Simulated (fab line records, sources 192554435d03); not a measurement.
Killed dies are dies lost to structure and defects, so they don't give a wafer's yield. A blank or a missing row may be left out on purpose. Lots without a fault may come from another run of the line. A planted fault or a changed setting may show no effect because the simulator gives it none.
Split-lot experiment | flow n5_finfet | 7 lots, 21 wafers read, on a route of 1938 steps

THE SPLIT
At N5_MOL_CONTACT_COAG_COAT_76 (time 60 s, resist thk 10 nm), the setting spin_rpm was moved away from the recipe's 1500 rpm on 6 of the 21 wafers read, by -11.1% to +7.5%. The other wafers ran this setting at the recipe's value.

FROM THE SPLIT TO THE READING: what the file shows between them, 8 steps
- N5_MOL_CONTACT_COAG_COAT_77: time 60 s, resist thk 10 nm (also split here: spin_rpm)
- N5_MOL_CONTACT_COAG_COAT_78: resist thk 40 nm
- N5_MOL_CONTACT_COAG_EBR_80
- N5_MOL_CONTACT_COAG_DESCUM_88: chemistry O2, time 7 s
- N5_MOL_CONTACT_COAG_ETCH_89: etches underlayer in N2/H2, target depth 13 nm, time 10.4 s
- N5_MOL_CONTACT_COAG_ETCH_90: etches SiARC in CF4, target depth 13 nm, time 21.7 s
- N5_MOL_CONTACT_COAG_ALD_131: deposits SiO2, target thk 5 nm, pulse time 1 s, co reactant pulse time 1 s
- N5_MOL_CONTACT_COAG_ETCHBACK_132: etches SiO2 in CHF3, target depth 10 nm, time 6.7 s

THE READING
SiARC_of_MOL_CONTACT_COAG_COAT_76.thk_nm (the simulator's own value, which no gauge read), in nm, at N5_MOL_CONTACT_COAG_ETCH_91 (etches SOC in N2/H2, target depth 60 nm, overetch 21 nm, time 101.2 s). The file gives no usual value for it. The 15 wafers here that ran the recipe average 5.9 nm, standard deviation 0.094 nm.

wafer  | tool, chamber at the split | spin_rpm as run, rpm | against the recipe | SiARC_of_MOL_CONTACT_COAG_COAT_76.thk_nm, nm | against lot-mates on the recipe
L076.2 | litho_track-04, 0          | 1500                 | recipe             | 5.8                                          | -
L076.4 | litho_track-04, 0          | 1500                 | recipe             | 5.8                                          | -
L076.3 | litho_track-04, 0          | 1384                 | -7.7%              | 6.2                                          | +0.4
L078.2 | litho_track-01, 0          | 1500                 | recipe             | 5.8                                          | -
L078.3 | litho_track-01, 0          | 1500                 | recipe             | 6                                            | -
L078.5 | litho_track-01, 0          | 1500                 | recipe             | 6                                            | -
L080.1 | litho_track-03, 0          | 1500                 | recipe             | 5.8                                          | -
L080.2 | litho_track-03, 0          | 1500                 | recipe             | 6                                            | -
L080.3 | litho_track-03, 0          | 1333                 | -11.1%             | 6.6                                          | +0.7
L083.1 | litho_track-01, 0          | 1335                 | -11.0%             | 6.6                                          | +0.7
L083.3 | litho_track-01, 0          | 1500                 | recipe             | 5.8                                          | -
L083.6 | litho_track-01, 0          | 1500                 | recipe             | 6                                            | -
L084.2 | litho_track-04, 0          | 1500                 | recipe             | 6                                            | -
L084.3 | litho_track-04, 0          | 1500                 | recipe             | 5.8                                          | -
L084.4 | litho_track-04, 0          | 1500                 | recipe             | 5.8                                          | -
L086.2 | litho_track-04, 0          | 1613                 | +7.5%              | 5.6                                          | -0.2
L086.6 | litho_track-04, 0          | 1613                 | +7.5%              | 5.6                                          | -0.2
L086.4 | litho_track-04, 0          | 1500                 | recipe             | 5.8                                          | -
L097.3 | litho_track-01, 0          | 1500                 | recipe             | 5.8                                          | -
L097.6 | litho_track-01, 0          | 1500                 | recipe             | 5.8                                          | -
L097.5 | litho_track-01, 0          | 1561                 | +4.1%              | 5.6                                          | -0.2

THE FIT
A straight line over all 21 wafers: SiARC_of_MOL_CONTACT_COAG_COAT_76.thk_nm changes by -0.0545 nm for each +1% of spin_rpm; r = -0.93; the points scatter about the line by 0.11 nm.
The same after taking each lot's own level away (the mean of its wafers on the recipe; 21 wafers): -0.0508 nm for each +1%; r = -0.93; scatter 0.097 nm.
On that fit, the largest move of spin_rpm shifts the reading by 0.57 nm.
The lots' own levels span 5.80 to 5.93 nm, that is 1.4 times the standard deviation above.
So the lot-to-lot level changes the slope little: the two slopes agree.
Check: with one of the wafers moved furthest among these (-11.1%) left out of the fit, the line predicts +0.55 nm for it against its lot-mates. It came out at +0.7 nm against them.

OTHER SPLITS ON THESE WAFERS
These wafers also went through other splits before the reading. Each is held against what the fit with the lots' levels taken away leaves over:
other split on the same wafers        | wafers away from the commonest value | r with SiARC_of_MOL_CONTACT_COAG_COAT_76.thk_nm (lot level and that fit taken away)
N5_HKMG_FIN_EXPOSE_46 dose_mj         | 8                                    | -0.35
N5_MOL_CONTACT_COAG_EXPOSE_05 dose_mj | 8                                    | -0.19
N5_MOL_CONTACT_COAG_COAT_77 spin_rpm  | 6                                    | -0.09

THE WHOLE CHAIN: every reading that the file lists as answering this split, in the file's order
step                        | what it does                                                          | reading                                                                                   | change (the file's fit)                | r (the file's)
N5_MOL_CONTACT_COAG_COAT_76 | time 60 s, resist thk 10 nm                                           | SiARC_of_MOL_CONTACT_COAG_COAT_76.thk_nm (the simulator's own value, which no gauge read) | -0.0534 nm for each +1% of the setting | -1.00
N5_MOL_CONTACT_COAG_ETCH_90 | etches SiARC in CF4, target depth 13 nm, time 21.7 s                  | etch_rf_on_time_s                                                                         | withheld for each +1% of the setting   | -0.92
N5_MOL_CONTACT_COAG_ETCH_90 | etches SiARC in CF4, target depth 13 nm, time 21.7 s                  | etch.depth_nm (the simulator's own value, which no gauge read)                            | -0.052 nm for each +1% of the setting  | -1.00
N5_MOL_CONTACT_COAG_ETCH_91 | etches SOC in N2/H2, target depth 60 nm, overetch 21 nm, time 101.2 s | SiARC_of_MOL_CONTACT_COAG_COAT_76.thk_nm (the simulator's own value, which no gauge read) | -0.0553 nm for each +1% of the setting | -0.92

THE FILE'S OWN FIT
SiARC_of_MOL_CONTACT_COAG_COAT_76.thk_nm changes by -0.0553 nm for each +1% of spin_rpm, r = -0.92.
